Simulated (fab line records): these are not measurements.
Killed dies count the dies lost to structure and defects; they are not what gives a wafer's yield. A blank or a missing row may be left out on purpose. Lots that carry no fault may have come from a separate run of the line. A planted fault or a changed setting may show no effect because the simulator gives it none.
The tool behind it: which one? / flow nandHarc / 11 lots with 33 wafers sampled at 4 steps, on a route of 1302 steps

WHAT THE GAUGES READ, wafer by wafer
The record holds no reading of a measuring or inspecting step that can be judged against a usual standard deviation.

TOOL THAT RAN EACH LOT (tool first, then ch and the chambers of the sampled wafers, then the start)
lot=L519; NHARC_A_STAIRCASE_TRIM_12=rieDiel-05 ch 0,1,3, day 15 19:29; NHARC_A_STAIRCASE_EXPOSE_181=krfScanner-02 ch 0, day 15 23:07; NHARC_A_STAIRCASE_DESCUM_186=rieDiel-10 ch 0,2,3, day 15 23:29; NHARC_A_STAIRCASE_TRIM_193=rieDiel-10 ch 1,2,3, no start
lot=L518; NHARC_A_STAIRCASE_TRIM_12=rieDiel-11 ch 0,1, day 15 19:58; NHARC_A_STAIRCASE_EXPOSE_181=krfScanner-02 ch 0, day 15 23:33; NHARC_A_STAIRCASE_DESCUM_186=rieDiel-10 ch 0,1, day 15 23:56; NHARC_A_STAIRCASE_TRIM_193=rieDiel-10 ch 2,3, no start
lot=L520; NHARC_A_STAIRCASE_TRIM_12=rieDiel-10 ch 0,3, day 16 06:47; NHARC_A_STAIRCASE_EXPOSE_181=krfScanner-04 ch 0, day 16 10:02; NHARC_A_STAIRCASE_DESCUM_186=rieDiel-11 ch 0,2, day 16 10:25; NHARC_A_STAIRCASE_TRIM_193=rieDiel-11 ch 1,2,3, no start
lot=L521; NHARC_A_STAIRCASE_TRIM_12=rieDiel-11 ch 1,2,3, day 17 00:52; NHARC_A_STAIRCASE_EXPOSE_181=krfScanner-01 ch 0, day 17 07:26; NHARC_A_STAIRCASE_DESCUM_186=rieDiel-10 ch 0,2,3, day 17 07:49; NHARC_A_STAIRCASE_TRIM_193=rieDiel-10 ch 0,3, no start
lot=L526; NHARC_A_STAIRCASE_TRIM_12=rieDiel-10 ch 0,2,3, day 18 23:10; NHARC_A_STAIRCASE_EXPOSE_181=krfScanner-02 ch 0, day 19 02:38; NHARC_A_STAIRCASE_DESCUM_186=rieDiel-05 ch 0,2, day 19 03:02; NHARC_A_STAIRCASE_TRIM_193=rieDiel-05 ch 1,3, no start
lot=L527; NHARC_A_STAIRCASE_TRIM_12=rieDiel-05 ch 1,2,3, day 19 19:41; NHARC_A_STAIRCASE_EXPOSE_181=krfScanner-02 ch 0, day 19 23:24; NHARC_A_STAIRCASE_DESCUM_186=rieDiel-05 ch 0,1,3, day 19 23:47; NHARC_A_STAIRCASE_TRIM_193=rieDiel-05 ch 0,1,3, no start
lot=L529; NHARC_A_STAIRCASE_TRIM_12=rieDiel-05 ch 1,2,3, day 20 17:17; NHARC_A_STAIRCASE_EXPOSE_181=krfScanner-02 ch 0, day 20 20:31; NHARC_A_STAIRCASE_DESCUM_186=rieDiel-11 ch 0,3, day 20 20:53; NHARC_A_STAIRCASE_TRIM_193=rieDiel-11 ch 0,2,3, no start
lot=L536; NHARC_A_STAIRCASE_TRIM_12=rieDiel-05 ch 1,2,3, day 22 20:07; NHARC_A_STAIRCASE_EXPOSE_181=krfScanner-01 ch 0, day 23 00:41; NHARC_A_STAIRCASE_DESCUM_186=rieDiel-10 ch 0,1,2, day 23 01:04; NHARC_A_STAIRCASE_TRIM_193=rieDiel-10 ch 0,1,3, no start
lot=L537; NHARC_A_STAIRCASE_TRIM_12=rieDiel-11 ch 0,2,3, day 23 23:15; NHARC_A_STAIRCASE_EXPOSE_181=krfScanner-01 ch 0, day 24 02:27; NHARC_A_STAIRCASE_DESCUM_186=rieDiel-05 ch 1,2, day 24 02:52; NHARC_A_STAIRCASE_TRIM_193=rieDiel-05 ch 0,2,3, no start
lot=L538; NHARC_A_STAIRCASE_TRIM_12=rieDiel-05 ch 0,2,3, day 23 23:53; NHARC_A_STAIRCASE_EXPOSE_181=krfScanner-04 ch 0, day 24 03:13; NHARC_A_STAIRCASE_DESCUM_186=rieDiel-10 ch 0,1,3, day 24 03:35; NHARC_A_STAIRCASE_TRIM_193=rieDiel-10 ch 0,2,3, no start
lot=L539; NHARC_A_STAIRCASE_TRIM_12=rieDiel-05 ch 1,3, day 24 17:41; NHARC_A_STAIRCASE_EXPOSE_181=krfScanner-04 ch 0, day 24 21:55; NHARC_A_STAIRCASE_DESCUM_186=rieDiel-05 ch 1,3, day 24 22:20; NHARC_A_STAIRCASE_TRIM_193=rieDiel-05 ch 0,1,3, no start
- NHARC_A_STAIRCASE_TRIM_12: chemistry O2, time 211.2 s.
- NHARC_A_STAIRCASE_EXPOSE_181: exposes mask STAIR 2.
- NHARC_A_STAIRCASE_DESCUM_186: chemistry O2, time 3 s.
- NHARC_A_STAIRCASE_TRIM_193: chemistry O2, time 211.2 s.

WHAT THE TOOLS THEMSELVES READ (means of the sampled wafers that have a number; where no wafer has one, the mark that the record gives instead)
NHARC_A_STAIRCASE_TRIM_12. Usual: drypumpMotorCurrentA 5.9 A, standard deviation 0.37; oesProductAu 1.002 a.u., standard deviation 0.018; rfVppV 57.8 V, standard deviation 0.96; showerheadPlenumPTorr 3.55 Torr, standard deviation 0.18; throttleValvePct 17.037 %, standard deviation 0.0092.
lot=L519; tool=rieDiel-05; drypumpMotorCurrentA (A)=6.2; oesProductAu (a.u.)=1.016; rfVppV (V)=57.7; showerheadPlenumPTorr (Torr)=3.50; throttleValvePct (%)=17.047; flag=
lot=L518; tool=rieDiel-11; drypumpMotorCurrentA (A)=5.6; oesProductAu (a.u.)=0.996; rfVppV (V)=57.8; showerheadPlenumPTorr (Torr)=3.72; throttleValvePct (%)=17.044; flag=
lot=L520; tool=rieDiel-10; drypumpMotorCurrentA (A)=5.8; oesProductAu (a.u.)=1.003; rfVppV (V)=58.2; showerheadPlenumPTorr (Torr)=3.36; throttleValvePct (%)=17.036; flag=
lot=L521; tool=rieDiel-11; drypumpMotorCurrentA (A)=5.9; oesProductAu (a.u.)=0.995; rfVppV (V)=58.3; showerheadPlenumPTorr (Torr)=3.69; throttleValvePct (%)=17.043; flag=
lot=L526; tool=rieDiel-10; drypumpMotorCurrentA (A)=5.8; oesProductAu (a.u.)=0.985; rfVppV (V)=57.0; showerheadPlenumPTorr (Torr)=3.60; throttleValvePct (%)=17.029; flag=
lot=L527; tool=rieDiel-05; drypumpMotorCurrentA (A)=6.0; oesProductAu (a.u.)=1.006; rfVppV (V)=58.0; showerheadPlenumPTorr (Torr)=3.46; throttleValvePct (%)=17.033; flag=
lot=L529; tool=rieDiel-05; drypumpMotorCurrentA (A)=6.0; oesProductAu (a.u.)=1.011; rfVppV (V)=57.4; showerheadPlenumPTorr (Torr)=3.45; throttleValvePct (%)=17.042; flag=
lot=L536; tool=rieDiel-05; drypumpMotorCurrentA (A)=6.0; oesProductAu (a.u.)=1.014; rfVppV (V)=57.9; showerheadPlenumPTorr (Torr)=3.44; throttleValvePct (%)=17.035; flag=
lot=L537; tool=rieDiel-11; drypumpMotorCurrentA (A)=6.0; oesProductAu (a.u.)=0.994; rfVppV (V)=58.6; showerheadPlenumPTorr (Torr)=3.63; throttleValvePct (%)=17.036; flag=
lot=L538; tool=rieDiel-05; drypumpMotorCurrentA (A)=6.2; oesProductAu (a.u.)=1.020; rfVppV (V)=58.2; showerheadPlenumPTorr (Torr)=3.33; throttleValvePct (%)=17.034; flag=
lot=L539; tool=rieDiel-05; drypumpMotorCurrentA (A)=6.0; oesProductAu (a.u.)=1.011; rfVppV (V)=57.1; showerheadPlenumPTorr (Torr)=3.58; throttleValvePct (%)=17.039; flag=

NHARC_A_STAIRCASE_EXPOSE_181. Usual: exposureDoseMJCm2 27.867, standard deviation 0.025.
lot=L519 tool=krfScanner-02 exposureDoseMJCm2=27.849 flag=
lot=L518 tool=krfScanner-02 exposureDoseMJCm2=27.871 flag=
lot=L520 tool=krfScanner-04 exposureDoseMJCm2=27.879 flag=
lot=L521 tool=krfScanner-01 exposureDoseMJCm2=27.890 flag=
lot=L526 tool=krfScanner-02 exposureDoseMJCm2=27.824 flag=
lot=L527 tool=krfScanner-02 exposureDoseMJCm2=28.243 flag=OFF
lot=L529 tool=krfScanner-02 exposureDoseMJCm2=28.291 flag=OFF
lot=L536 tool=krfScanner-01 exposureDoseMJCm2=27.857 flag=
lot=L537 tool=krfScanner-01 exposureDoseMJCm2=27.879 flag=
lot=L538 tool=krfScanner-04 exposureDoseMJCm2=27.855 flag=
lot=L539 tool=krfScanner-04 exposureDoseMJCm2=27.861 flag=

NHARC_A_STAIRCASE_DESCUM_186. Usual: drypumpMotorCurrentA 5.9 A, standard deviation 0.39; oesProductAu 1.004 a.u., standard deviation 0.018; rfVppV 57.7 V, standard deviation 0.91; showerheadPlenumPTorr 1.91 Torr, standard deviation 0.096; throttleValvePct 11.311 %, standard deviation 0.0088.
lot=L519; tool=rieDiel-10; drypumpMotorCurrentA (A)=5.8; oesProductAu (a.u.)=1.012; rfVppV (V)=57.9; showerheadPlenumPTorr (Torr)=1.86; throttleValvePct (%)=11.308; flag=
lot=L518; tool=rieDiel-10; drypumpMotorCurrentA (A)=5.3; oesProductAu (a.u.)=1.000; rfVppV (V)=58.4; showerheadPlenumPTorr (Torr)=1.93; throttleValvePct (%)=11.319; flag=
lot=L520; tool=rieDiel-11; drypumpMotorCurrentA (A)=5.8; oesProductAu (a.u.)=0.983; rfVppV (V)=57.8; showerheadPlenumPTorr (Torr)=2.02; throttleValvePct (%)=11.305; flag=
lot=L521; tool=rieDiel-10; drypumpMotorCurrentA (A)=5.7; oesProductAu (a.u.)=1.005; rfVppV (V)=57.9; showerheadPlenumPTorr (Torr)=1.85; throttleValvePct (%)=11.297; flag=
lot=L526; tool=rieDiel-05; drypumpMotorCurrentA (A)=6.4; oesProductAu (a.u.)=1.020; rfVppV (V)=56.7; showerheadPlenumPTorr (Torr)=1.83; throttleValvePct (%)=11.313; flag=
lot=L527; tool=rieDiel-05; drypumpMotorCurrentA (A)=6.2; oesProductAu (a.u.)=1.005; rfVppV (V)=57.5; showerheadPlenumPTorr (Torr)=1.88; throttleValvePct (%)=11.307; flag=
lot=L529; tool=rieDiel-11; drypumpMotorCurrentA (A)=5.9; oesProductAu (a.u.)=1.007; rfVppV (V)=58.9; showerheadPlenumPTorr (Torr)=1.93; throttleValvePct (%)=11.310; flag=
lot=L536; tool=rieDiel-10; drypumpMotorCurrentA (A)=5.5; oesProductAu (a.u.)=1.000; rfVppV (V)=58.0; showerheadPlenumPTorr (Torr)=1.90; throttleValvePct (%)=11.307; flag=
lot=L537; tool=rieDiel-05; drypumpMotorCurrentA (A)=6.1; oesProductAu (a.u.)=1.015; rfVppV (V)=57.4; showerheadPlenumPTorr (Torr)=1.87; throttleValvePct (%)=11.313; flag=
lot=L538; tool=rieDiel-10; drypumpMotorCurrentA (A)=5.6; oesProductAu (a.u.)=0.997; rfVppV (V)=58.1; showerheadPlenumPTorr (Torr)=1.96; throttleValvePct (%)=11.308; flag=
lot=L539; tool=rieDiel-05; drypumpMotorCurrentA (A)=6.0; oesProductAu (a.u.)=1.004; rfVppV (V)=57.5; showerheadPlenumPTorr (Torr)=1.94; throttleValvePct (%)=11.321; flag=

NHARC_A_STAIRCASE_TRIM_193. Usual: drypumpMotorCurrentA 5.9 A, standard deviation 0.37; oesProductAu 1.004 a.u., standard deviation 0.017; rfVppV 57.8 V, standard deviation 0.92; showerheadPlenumPTorr 3.53 Torr, standard deviation 0.17; throttleValvePct 17.036 %, standard deviation 0.0087.
lot=L519; tool=rieDiel-10; drypumpMotorCurrentA (A)=5.6; oesProductAu (a.u.)=1.011; rfVppV (V)=57.1; showerheadPlenumPTorr (Torr)=3.46; throttleValvePct (%)=17.034; flag=
lot=L518; tool=rieDiel-10; drypumpMotorCurrentA (A)=5.8; oesProductAu (a.u.)=1.017; rfVppV (V)=57.3; showerheadPlenumPTorr (Torr)=3.36; throttleValvePct (%)=17.036; flag=
lot=L520; tool=rieDiel-11; drypumpMotorCurrentA (A)=5.9; oesProductAu (a.u.)=0.999; rfVppV (V)=58.4; showerheadPlenumPTorr (Torr)=3.69; throttleValvePct (%)=17.040; flag=
lot=L521; tool=rieDiel-10; drypumpMotorCurrentA (A)=5.7; oesProductAu (a.u.)=1.008; rfVppV (V)=58.1; showerheadPlenumPTorr (Torr)=3.44; throttleValvePct (%)=17.041; flag=
lot=L526; tool=rieDiel-05; drypumpMotorCurrentA (A)=6.0; oesProductAu (a.u.)=1.018; rfVppV (V)=57.4; showerheadPlenumPTorr (Torr)=3.45; throttleValvePct (%)=17.028; flag=
lot=L527; tool=rieDiel-05; drypumpMotorCurrentA (A)=6.2; oesProductAu (a.u.)=1.009; rfVppV (V)=58.4; showerheadPlenumPTorr (Torr)=3.48; throttleValvePct (%)=17.032; flag=
lot=L529; tool=rieDiel-11; drypumpMotorCurrentA (A)=6.0; oesProductAu (a.u.)=0.989; rfVppV (V)=57.9; showerheadPlenumPTorr (Torr)=3.64; throttleValvePct (%)=17.043; flag=
lot=L536; tool=rieDiel-10; drypumpMotorCurrentA (A)=5.6; oesProductAu (a.u.)=1.000; rfVppV (V)=58.4; showerheadPlenumPTorr (Torr)=3.61; throttleValvePct (%)=17.033; flag=
lot=L537; tool=rieDiel-05; drypumpMotorCurrentA (A)=6.2; oesProductAu (a.u.)=1.017; rfVppV (V)=56.6; showerheadPlenumPTorr (Torr)=3.33; throttleValvePct (%)=17.038; flag=
lot=L538; tool=rieDiel-10; drypumpMotorCurrentA (A)=5.8; oesProductAu (a.u.)=0.991; rfVppV (V)=57.6; showerheadPlenumPTorr (Torr)=3.57; throttleValvePct (%)=17.030; flag=
lot=L539; tool=rieDiel-05; drypumpMotorCurrentA (A)=6.2; oesProductAu (a.u.)=1.019; rfVppV (V)=57.5; showerheadPlenumPTorr (Torr)=3.47; throttleValvePct (%)=17.044; flag=

THE ANSWER, worked out from the rows above alone
Rule: take the mean of a lot's wafers that have a number; if it is more than 3 standard deviations from the usual mean, the lot is off. A lot without any number at a reading at which 4 lots or more have one is off too. Any other lot the step has rows for is counted as sound. First the gauges in route order, then the tools' own readings, where a lot's mean is used as printed above. At the first step where some lot is off, the reading lying furthest off is the one used; lots without a number count as furthest.
Off, at NHARC_A_STAIRCASE_EXPOSE_181 on exposureDoseMJCm2: L527, L529.
If a tool, at that step or one of the process steps before it, ran each lot that is off and ran no sound lot following the first of them, it fits. One candidate fits, namely krfScanner-02 at NHARC_A_STAIRCASE_EXPOSE_181. Its last sound lot is L526 (day 19 02:38), its first lot that is off L527 (day 19 23:24): a fault that began between those two fits.
On the lots that are off, the tool's own readings at NHARC_A_STAIRCASE_EXPOSE_181 differ by more than 5 times the standard deviation of the sound lots' means, which bears it out; exposureDoseMJCm2 reads 28.267 there versus 27.863 on the sound lots.

WHAT HAD BEEN PUT IN BY THE SIMULATOR
Process parameter drift: krfScanner-02, from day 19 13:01 on, at NHARC_A_STAIRCASE_EXPOSE_181. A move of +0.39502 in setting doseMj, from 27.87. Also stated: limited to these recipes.
Shown lots that were struck: L527, L529. The rule given above showed the same thing.
